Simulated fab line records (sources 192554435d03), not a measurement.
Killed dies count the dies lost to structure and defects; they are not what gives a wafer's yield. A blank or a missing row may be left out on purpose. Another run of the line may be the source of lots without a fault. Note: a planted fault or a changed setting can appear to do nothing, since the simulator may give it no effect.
Which tool is to blame?	flow n5-finfet	72 wafers from 24 lots sampled at 6 of the route's 1938 steps

## WHAT EACH GAUGE READ, for each wafer
N5_BEOL_M12_INSPECT_12: inspects for defects (macro). Usual: 1.9 for raw-defect-count, sd 1.4.
lot	measured	on	raw-defect-count	flag
L074	day 10 18:00	defect-inspect-01	2 0 1	
L075	day 10 17:46	defect-inspect-02	2 3 1	
L076	day 10 19:01	defect-inspect-01	0 3 3	
L077	day 11 02:13	defect-inspect-02	1 3 3	
L078	day 11 13:01	defect-inspect-01	4 1 0	
L079	day 11 17:41	defect-inspect-01	1 0 3	
L083	day 12 08:52	defect-inspect-02	3 1 2	
L081	day 12 11:31	defect-inspect-01	3 0 1	
L082	day 12 15:10	defect-inspect-02	2 1 0	
L080	day 12 20:38	defect-inspect-02	0 3 1	
L084	day 13 06:54	defect-inspect-02	4 0 3	
L085	day 13 07:20	defect-inspect-02	1 3 6	
L087	day 13 12:53	defect-inspect-02	0 6 3	
L086	day 13 13:58	defect-inspect-02	0 2 1	
L088	day 13 22:46	defect-inspect-01	1 0 2	
L091	day 14 16:14	defect-inspect-02	1 1 0	
L089	day 14 23:12	defect-inspect-02	1 1 3	
L090	day 14 23:56	defect-inspect-02	3 6 4	
L093	day 15 01:01	defect-inspect-02	1 3 4	
L092	day 15 02:18	defect-inspect-02	6 0 2	
L094	day 15 11:46	defect-inspect-02	1 2 2	
L095	day 15 18:13	defect-inspect-02	2 2 5	
L096	day 15 18:31	defect-inspect-01	3 0 3	
L097	day 16 00:37	defect-inspect-01	2 1 0	

## WHICH TOOL RAN EACH LOT (tool, then ch and the chambers of the sampled wafers, then the start)
lot	N5_BEOL_M11_VIA_ETCH_34	N5_BEOL_M11_TRENCH_ETCH_37	N5_BEOL_M11_ETCH_41	N5_BEOL_M11_SURFACE_TREAT_76	N5_BEOL_M12_ILD_DEP_00
L074	rie-diel-01 ch 0,1,3, day 10 12:11	rie-diel-01 ch 0,1,3, day 10 15:13 or earlier	rie-diel-01 ch 0,1,3, day 10 15:13 or earlier	pvd-sputter-03, day 10 15:13	pecvd-03 ch 0,1,2, day 10 17:26
L075	rie-diel-01 ch 2,3, day 10 13:04	rie-diel-01 ch 2,3, day 10 15:15 or earlier	rie-diel-01 ch 2,3, day 10 15:15 or earlier	pvd-sputter-03, day 10 15:15	pecvd-04 ch 0,1, day 10 17:10
L076	rie-diel-05 ch 0,1, day 10 14:22	rie-diel-05 ch 0,1, day 10 16:26 or earlier	rie-diel-05 ch 0,1, day 10 16:26 or earlier	pvd-sputter-02, day 10 16:26	pecvd-01 ch 0,1,2, day 10 18:24
L077	rie-diel-01 ch 0,1,2, day 10 19:55	rie-diel-01 ch 0,1,2, day 10 23:47 or earlier	rie-diel-01 ch 0,1,2, day 10 23:47 or earlier	pvd-sputter-03, day 10 23:47	pecvd-01 ch 0,1,2, day 11 01:44
L078	rie-diel-01 ch 0,2,3, day 11 07:54	rie-diel-01 ch 0,2,3, day 11 10:01 or earlier	rie-diel-01 ch 0,2,3, day 11 10:01 or earlier	pvd-sputter-03, day 11 10:01	pecvd-01 ch 1,2, day 11 12:31
L079	rie-diel-05 ch 0,2, day 11 13:59	rie-diel-05 ch 0,2, day 11 15:35 or earlier	rie-diel-05 ch 0,2, day 11 15:35 or earlier	pvd-sputter-01, day 11 15:35	pecvd-04 ch 0,1,2, day 11 17:12
L083	rie-diel-01 ch 1,2,3, day 12 05:38	rie-diel-01 ch 1,2,3, day 12 06:59 or earlier	rie-diel-01 ch 1,2,3, day 12 06:59 or earlier	pvd-sputter-01, day 12 06:59	pecvd-04 ch 1,2, day 12 08:14
L081	rie-diel-05 ch 0,3, day 12 07:25	rie-diel-05 ch 0,3, day 12 09:05 or earlier	rie-diel-05 ch 0,3, day 12 09:05 or earlier	pvd-sputter-01, day 12 09:05	pecvd-04 ch 0,1,2, day 12 10:54
L082	rie-diel-01 ch 0,3, day 12 11:52	rie-diel-01 ch 0,3, day 12 13:16 or earlier	rie-diel-01 ch 0,3, day 12 13:16 or earlier	pvd-sputter-02, day 12 13:16	pecvd-01 ch 0,1, day 12 14:34
L080	rie-diel-05 ch 1,2,3, day 12 16:50	rie-diel-05 ch 1,2,3, day 12 18:23 or earlier	rie-diel-05 ch 1,2,3, day 12 18:23 or earlier	pvd-sputter-01, day 12 18:23	pecvd-04 ch 0,2, day 12 20:01
L084	rie-diel-05 ch 0,2,3, day 13 02:55	rie-diel-05 ch 0,2,3, day 13 04:16 or earlier	rie-diel-05 ch 0,2,3, day 13 04:16 or earlier	pvd-sputter-03, day 13 04:16	pecvd-04 ch 0,2, day 13 06:17
L085	rie-diel-05 ch 1,3, day 13 03:26	rie-diel-05 ch 1,3, day 13 04:50 or earlier	rie-diel-05 ch 1,3, day 13 04:50 or earlier	pvd-sputter-03, day 13 04:50	pecvd-01 ch 1,2, day 13 06:43
L087	rie-diel-05 ch 0,1,2, day 13 09:47	rie-diel-05 ch 0,1,2, day 13 11:04 or earlier	rie-diel-05 ch 0,1,2, day 13 11:04 or earlier	pvd-sputter-02, day 13 11:04	pecvd-01 ch 0,1,2, day 13 12:24
L086	rie-diel-01 ch 2,3, day 13 10:41	rie-diel-01 ch 2,3, day 13 12:06 or earlier	rie-diel-01 ch 2,3, day 13 12:06 or earlier	pvd-sputter-01, day 13 12:06	pecvd-01 ch 0,1, day 13 13:28
L088	rie-diel-01 ch 1,3, day 13 19:27	rie-diel-01 ch 1,3, day 13 20:54 or earlier	rie-diel-01 ch 1,3, day 13 20:54 or earlier	pvd-sputter-03, day 13 20:54	pecvd-01 ch 0,2, day 13 22:16
L091	rie-diel-01 ch 0,1,2, day 14 11:47	rie-diel-01 ch 0,1,2, day 14 14:05 or earlier	rie-diel-01 ch 0,1,2, day 14 14:05 or earlier	pvd-sputter-01, day 14 14:05	pecvd-01 ch 0,1,2, day 14 15:38
L089	rie-diel-06 ch 0,2,3, day 14 19:46	rie-diel-06 ch 0,2,3, day 14 21:04 or earlier	rie-diel-06 ch 0,2,3, day 14 21:04 or earlier	pvd-sputter-02, day 14 21:04	pecvd-03 ch 0,2, day 14 22:43
L090	rie-diel-05 ch 0,1,3, day 14 19:55	rie-diel-05 ch 0,1,3, day 14 21:40 or earlier	rie-diel-05 ch 0,1,3, day 14 21:40 or earlier	pvd-sputter-02, day 14 21:40	pecvd-04 ch 0,1, day 14 23:27
L093	rie-diel-01 ch 0,2, day 14 20:07	rie-diel-01 ch 0,2, day 14 22:58 or earlier	rie-diel-01 ch 0,2, day 14 22:58 or earlier	pvd-sputter-03, day 14 22:58	pecvd-03 ch 0,2, day 15 00:24
L092	rie-diel-06 ch 0,2,3, day 14 22:25	rie-diel-06 ch 0,2,3, day 15 00:12 or earlier	rie-diel-06 ch 0,2,3, day 15 00:12 or earlier	pvd-sputter-02, day 15 00:12	pecvd-03 ch 0,1,2, day 15 01:41
L094	rie-diel-05 ch 1,2,3, day 15 08:34	rie-diel-05 ch 1,2,3, day 15 09:48 or earlier	rie-diel-05 ch 1,2,3, day 15 09:48 or earlier	pvd-sputter-02, day 15 09:48	pecvd-01 ch 0,1,2, day 15 11:19
L095	rie-diel-01 ch 0,2, day 15 14:10	rie-diel-01 ch 0,2, day 15 15:55 or earlier	rie-diel-01 ch 0,2, day 15 15:55 or earlier	pvd-sputter-02, day 15 15:55	pecvd-03 ch 0,2, day 15 17:37
L096	rie-diel-06 ch 2,3, day 15 14:27	rie-diel-06 ch 2,3, day 15 16:22 or earlier	rie-diel-06 ch 2,3, day 15 16:22 or earlier	pvd-sputter-02, day 15 16:22	pecvd-04 ch 0,1, day 15 17:51
L097	rie-diel-05 ch 0,1,3, day 15 19:34	rie-diel-05 ch 0,1,3, day 15 22:41 or earlier	rie-diel-05 ch 0,1,3, day 15 22:41 or earlier	pvd-sputter-01, day 15 22:41	pecvd-01 ch 1,2, day 16 00:01
- N5_BEOL_M11_VIA_ETCH_34: etches SiCOH lowk in C4F6/O2, target depth 184.5 nm, time 69.2 s.
- N5_BEOL_M11_TRENCH_ETCH_37: etches SiCOH lowk in C4F6/O2, target depth 148.83 nm, time 48 s.
- N5_BEOL_M11_ETCH_41: etches SiCN in CH3F/O2, target depth 42.6 nm, time 86 s.
- N5_BEOL_M11_SURFACE_TREAT_76
- N5_BEOL_M12_ILD_DEP_00: deposits SiOC from DEMS/O2, target thk 658.92 nm, time 130.7 s.

## AS READ BY THE TOOLS THEMSELVES (means over the sampled wafers that have a number; for cases with no such wafer, the mark the record gives instead)
N5_BEOL_M11_VIA_ETCH_34. Usual: drypump-motor-current-A 5.8 A, standard deviation 0.39; oes-product-au 0.78 a.u., standard deviation 0.084; rf-vpp-V 666 V, standard deviation 6.8; showerhead-plenum-p-Torr 2.84 Torr, standard deviation 0.1; throttle-valve-pct 20.98 %, standard deviation 0.21.
lot	tool	drypump-motor-current-A (A)	oes-product-au (a.u.)	rf-vpp-V (V)	showerhead-plenum-p-Torr (Torr)	throttle-valve-pct (%)	flag
L074	rie-diel-01	5.4	0.73	663	2.82	20.95	
L075	rie-diel-01	5.9	0.75	669	2.81	21.18	
L076	rie-diel-05	6.0	0.80	674	2.84	20.85	
L077	rie-diel-01	5.6	0.75	666	2.87	21.05	
L078	rie-diel-01	5.6	0.75	666	2.81	21.04	
L079	rie-diel-05	6.1	0.86	674	2.85	20.78	
L083	rie-diel-01	5.7	0.72	665	2.82	21.11	
L081	rie-diel-05	5.7	0.78	671	2.75	20.86	
L082	rie-diel-01	5.4	0.73	664	2.75	20.97	
L080	rie-diel-05	5.9	0.77	663	2.89	21.12	
L084	rie-diel-05	5.8	0.81	667	2.83	20.95	
L085	rie-diel-05	5.8	0.70	663	2.86	21.19	
L087	rie-diel-05	6.1	0.81	670	2.91	20.96	
L086	rie-diel-01	5.7	0.73	665	2.75	21.11	
L088	rie-diel-01	5.5	0.90	661	2.83	20.78	
L091	rie-diel-01	5.6	0.81	665	2.86	20.96	
L089	rie-diel-06	5.9	0.84	667	2.76	20.79	
L090	rie-diel-05	5.7	0.73	667	2.80	21.05	
L093	rie-diel-01	5.8	0.73	669	2.85	21.17	
L092	rie-diel-06	5.9	0.84	666	2.76	20.80	
L094	rie-diel-05	5.9	0.76	663	2.88	21.14	
L095	rie-diel-01	5.5	0.73	668	2.84	21.06	
L096	rie-diel-06	6.0	0.86	673	2.78	20.88	
L097	rie-diel-05	5.7	0.73	668	2.80	21.06	

N5_BEOL_M11_TRENCH_ETCH_37. Usual: drypump-motor-current-A 5.8 A, standard deviation 0.39; oes-product-au 0.78 a.u., standard deviation 0.085; rf-vpp-V 666 V, standard deviation 6.8; showerhead-plenum-p-Torr 2.84 Torr, standard deviation 0.1; throttle-valve-pct 21.01 %, standard deviation 0.2.
lot	tool	drypump-motor-current-A (A)	oes-product-au (a.u.)	rf-vpp-V (V)	showerhead-plenum-p-Torr (Torr)	throttle-valve-pct (%)	flag
L074	rie-diel-01	5.4	0.72	663	2.83	20.98	
L075	rie-diel-01	5.9	0.76	667	2.81	21.20	
L076	rie-diel-05	6.0	0.79	674	2.84	20.88	
L077	rie-diel-01	5.6	0.74	666	2.87	21.07	
L078	rie-diel-01	5.6	0.75	667	2.81	21.08	
L079	rie-diel-05	6.1	0.86	674	2.85	20.81	
L083	rie-diel-01	5.7	0.73	665	2.82	21.14	
L081	rie-diel-05	5.7	0.78	671	2.75	20.91	
L082	rie-diel-01	5.4	0.72	663	2.75	20.99	
L080	rie-diel-05	5.9	0.78	662	2.89	21.13	
L084	rie-diel-05	5.8	0.81	666	2.83	20.99	
L085	rie-diel-05	5.8	0.71	662	2.86	21.22	
L087	rie-diel-05	6.1	0.81	670	2.91	20.99	
L086	rie-diel-01	5.7	0.72	665	2.75	21.13	
L088	rie-diel-01	5.5	0.89	661	2.83	20.80	
L091	rie-diel-01	5.6	0.81	665	2.86	21.00	
L089	rie-diel-06	5.9	0.83	665	2.76	20.82	
L090	rie-diel-05	5.7	0.73	667	2.80	21.08	
L093	rie-diel-01	5.8	0.74	669	2.85	21.20	
L092	rie-diel-06	5.9	0.83	666	2.76	20.82	
L094	rie-diel-05	5.9	0.75	662	2.88	21.16	
L095	rie-diel-01	5.5	0.73	667	2.84	21.07	
L096	rie-diel-06	6.0	0.86	673	2.78	20.92	
L097	rie-diel-05	5.8	0.73	667	2.80	21.09	

N5_BEOL_M11_ETCH_41. Usual: drypump-motor-current-A 5.8 A, standard deviation 0.39; oes-product-au 0.78 a.u., standard deviation 0.084; rf-vpp-V 297.2 V, standard deviation 1.8; showerhead-plenum-p-Torr 1.99 Torr, standard deviation 0.075; throttle-valve-pct 16.40 %, standard deviation 0.21.
lot	tool	drypump-motor-current-A (A)	oes-product-au (a.u.)	rf-vpp-V (V)	showerhead-plenum-p-Torr (Torr)	throttle-valve-pct (%)	flag
L074	rie-diel-01	5.4	0.73	297.5	1.99	16.41	
L075	rie-diel-01	5.9	0.76	296.6	1.97	16.57	
L076	rie-diel-05	6.0	0.80	296.8	1.99	16.25	
L077	rie-diel-01	5.6	0.75	297.5	2.02	16.49	
L078	rie-diel-01	5.6	0.75	296.1	1.97	16.47	
L079	rie-diel-05	6.0	0.87	298.2	2.00	16.17	
L083	rie-diel-01	5.7	0.73	297.8	1.98	16.56	
L081	rie-diel-05	5.7	0.77	295.7	1.93	16.28	
L082	rie-diel-01	5.4	0.73	295.5	1.93	16.40	
L080	rie-diel-05	5.9	0.77	297.9	2.03	16.52	
L084	rie-diel-05	5.8	0.81	296.9	1.99	16.36	
L085	rie-diel-05	5.8	0.71	297.7	2.01	16.61	
L087	rie-diel-05	6.1	0.81	297.9	2.04	16.35	
L086	rie-diel-01	5.7	0.72	296.4	1.93	16.55	
L088	rie-diel-01	5.5	0.89	297.7	1.99	16.20	
L091	rie-diel-01	5.6	0.81	298.0	2.01	16.38	
L089	rie-diel-06	5.9	0.83	296.3	1.94	16.19	
L090	rie-diel-05	5.8	0.73	296.1	1.96	16.48	
L093	rie-diel-01	5.8	0.74	297.6	2.00	16.59	
L092	rie-diel-06	5.9	0.85	296.6	1.94	16.20	
L094	rie-diel-05	5.9	0.76	297.5	2.02	16.56	
L095	rie-diel-01	5.5	0.72	297.6	1.99	16.48	
L096	rie-diel-06	6.0	0.87	296.1	1.95	16.25	
L097	rie-diel-05	5.7	0.73	297.0	1.96	16.50	

N5_BEOL_M12_ILD_DEP_00. Usual: heater-power-w 458 W, standard deviation 76; showerhead-plenum-p-Torr 5.691 Torr, standard deviation 0.013; throttle-valve-pct 12.1 %, standard deviation 0.55.
lot	tool	heater-power-w (W)	showerhead-plenum-p-Torr (Torr)	throttle-valve-pct (%)	flag
L074	pecvd-03	503	5.700	12.3	
L075	pecvd-04	517	5.677	12.4	
L076	pecvd-01	432	5.676	11.8	
L077	pecvd-01	405	5.690	11.9	
L078	pecvd-01	392	5.687	11.9	
L079	pecvd-04	449	5.696	12.0	
L083	pecvd-04	467	5.697	11.9	
L081	pecvd-04	476	5.695	12.1	
L082	pecvd-01	423	5.692	11.9	
L080	pecvd-04	420	5.702	12.1	
L084	pecvd-04	409	5.698	12.0	
L085	pecvd-01	388	5.688	11.8	
L087	pecvd-01	423	5.691	11.9	
L086	pecvd-01	458	5.687	11.6	
L088	pecvd-01	368	5.685	12.1	
L091	pecvd-01	440	5.693	12.0	
L089	pecvd-03	487	5.702	11.8	
L090	pecvd-04	495	5.686	12.2	
L093	pecvd-03	471	5.710	11.8	
L092	pecvd-03	499	5.699	12.4	
L094	pecvd-01	389	5.689	11.9	
L095	pecvd-03	491	5.698	12.0	
L096	pecvd-04	517	5.687	12.3	
L097	pecvd-01	462	5.690	11.8	

## THE ANSWER, worked out from the rows above alone
Rule: take the mean of a lot's wafers that have a number; if it is more than 3 standard deviations from the usual mean, the lot is off. Also off: a lot with no number at a reading for which 4 or more lots have one. All remaining lots with rows at the step are treated as sound. First the gauges in route order, then the tools' own readings, where a lot's mean is used as printed above. The first step at which some lot is off is used, and at that step the reading that is off furthest; a lot without a number counts as furthest.
Nothing can be told from this: no lot is off at any reading shown.

## WHAT WAS PUT IN BY THE SIMULATOR
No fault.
